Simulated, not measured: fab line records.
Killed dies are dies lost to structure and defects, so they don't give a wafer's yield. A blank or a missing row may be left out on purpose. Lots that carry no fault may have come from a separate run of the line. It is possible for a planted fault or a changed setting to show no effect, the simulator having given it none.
Struck lot and sound lot, side by side ; flow nandHarc ; 18 steps out of a route of 1302
Sound: wafers L806.1, L806.3, L806.6. Wafers L812.2, L812.3, L812.4 were the ones struck. At the end, the cause is stated.
Order at every step that has rows: each side's tool, ch and its chambers, its first start. Under that, the readings that differ: sound wafers ; struck wafers ; difference of the means ; sigmas: that difference in standard deviations of wafers without a fault.
alike: a reading whose means differ by less than 2 such deviations, as well as words and numbers matching on both sides. not compared: withheld readings; readings where some wafer has no value; bounds like >300 that might hide an equal value; numbers whose values overlap and for which the record gives no deviation.
Wherever a step has rows on one side only, a row that says differs or no value, or a row with sigmas, the two part there. When numbers do not overlap yet have no deviation, they are printed without sigmas and do not part them. Lack of a reading on every wafer of one side parts them only where that side has two or more wafers.

first, 1 step without rows for these wafers: NHARC_P_ZERO_WELL_HARDBAKE_12 (time 65 s).
NHARC_P_ZERO_WELL_DESCUM_13: chemistry O2, time 3 s.
  sound on rieDiel-13 ch 1,3, day 6 01:26; struck on rieDiel-13 ch 0,1,3, day 8 13:17
  alike: drypumpMotorCurrentA, oesProductAu, rfVppV, showerheadPlenumPTorr, throttleValvePct
  not compared: rfHoursCounterH
NHARC_P_ZERO_WELL_ETCH_65: etches the open film in N2/H2, target depth 80 nm, overetch 24 nm, time 87.88 s.
  sound on rieDiel-13 ch 0,2, day 6 01:31; struck on rieDiel-13 ch 0,2,3, day 8 13:26
  alike: drypumpMotorCurrentA, oesProductAu, rfFwdPowerW, rfVppV, showerheadPlenumPTorr, throttleValvePct
  not compared: rfHoursCounterH
NHARC_P_ZERO_WELL_ETCH_62: etches the open film in CHF3/Ar, target depth 13 nm, time 6.5 s.
  sound on rieDiel-13 ch 0,1; struck on rieDiel-13 ch 0,2,3
  alike: drypumpMotorCurrentA, oesProductAu, rfFwdPowerW, rfVppV, showerheadPlenumPTorr, throttleValvePct
  not compared: rfHoursCounterH
NHARC_P_ZERO_WELL_ETCH_63: etches the open film in HBr/Cl2, target depth 120 nm, time 40.1 s.
  sound on rieSi-02 ch 0,1, day 6 01:41; struck on rieSi-02 ch 0,1,3, day 8 13:41
  alike: drypumpMotorCurrentA, oesProductAu, rfFwdPowerW, throttleValvePct
  not compared: rfHoursCounterH
then, 7 steps without rows for these wafers: NHARC_P_ZERO_WELL_STRIP_15 (strips in SPM, time 900 s); NHARC_P_ZERO_WELL_DEHYDRATE_16 (time 120 s); NHARC_P_ZERO_WELL_HMDS_17 (time 30 s); NHARC_P_ZERO_WELL_COAT_18; NHARC_P_ZERO_WELL_SOFTBAKE_19 (time 95 s); NHARC_P_ZERO_WELL_EBR_20; NHARC_P_ZERO_WELL_EXPOSE_21 (exposes mask P NWELL, target cd 720 nm).
NHARC_P_ZERO_WELL_PEB_22: peb time 85 s.
  sound on lithoTrack-07 ch 0, day 6 02:25; struck on lithoTrack-03 ch 0, day 8 14:23
reading;sound;struck;difference;sigmas
heaterPowerTotalW (W);164.21 164.50 163.95;179.92 180.05 180.79;+16.03;+57
plateTempC (C);118.12 118.19 117.96;126.59 126.77 126.81;+8.63;+66
then, 1 step without rows for these wafers: NHARC_P_ZERO_WELL_DEVELOP_23 (time 70 s).
NHARC_P_ZERO_WELL_CD_MEAS_24: the cd target is 720 nm.
  sound on cdSem-03 ch 0, day 6 02:30; struck on cdSem-03 ch 0
reading;sound;struck;difference;sigmas
cdNm (nm);717.1 717.9 717.9;728.9 729.3 727.2;+10.8;+6
  not compared: hold
NHARC_P_ZERO_WELL_DESCUM_26: chemistry O2, time 3 s.
  sound on rieDiel-02 ch 1,2,3, day 6 02:41; struck on rieDiel-13 ch 0,1,3, day 8 15:49
reading;sound;struck;difference;sigmas
oesProductAu (a.u.);1.015 1.015 1.015;0.994 0.997 0.989;-0.022;-2
model.P_ZERO_WELL.cdNm (nm);716.7 718.9 718.4;728.6 729.6 727.8;+10.7;
  alike: drypumpMotorCurrentA, rfVppV, showerheadPlenumPTorr, throttleValvePct
  not compared: rfHoursCounterH
following that, these wafers have no rows for 1 step: NHARC_P_ZERO_WELL_IMPLANT_27.
-- jump in the record: it breaks off in module P_ZERO_WELL and resumes in module END (first step shown: number 1302 of the route), and 23 days separate the struck wafers' starts before and after --
NHARC_END_SORT_01:
  the record has rows for the struck wafers here (prober-01 ch 0, day 32 01:49) and none for the sound ones

WHERE THEY PART
At NHARC_P_ZERO_WELL_PEB_22 first; at NHARC_END_SORT_01 last (within this record only).

WHY: the cause the simulator had injected
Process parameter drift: lithoTrack-03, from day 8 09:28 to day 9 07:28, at NHARC_P_ZERO_WELL_PEB_22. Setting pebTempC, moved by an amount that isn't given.
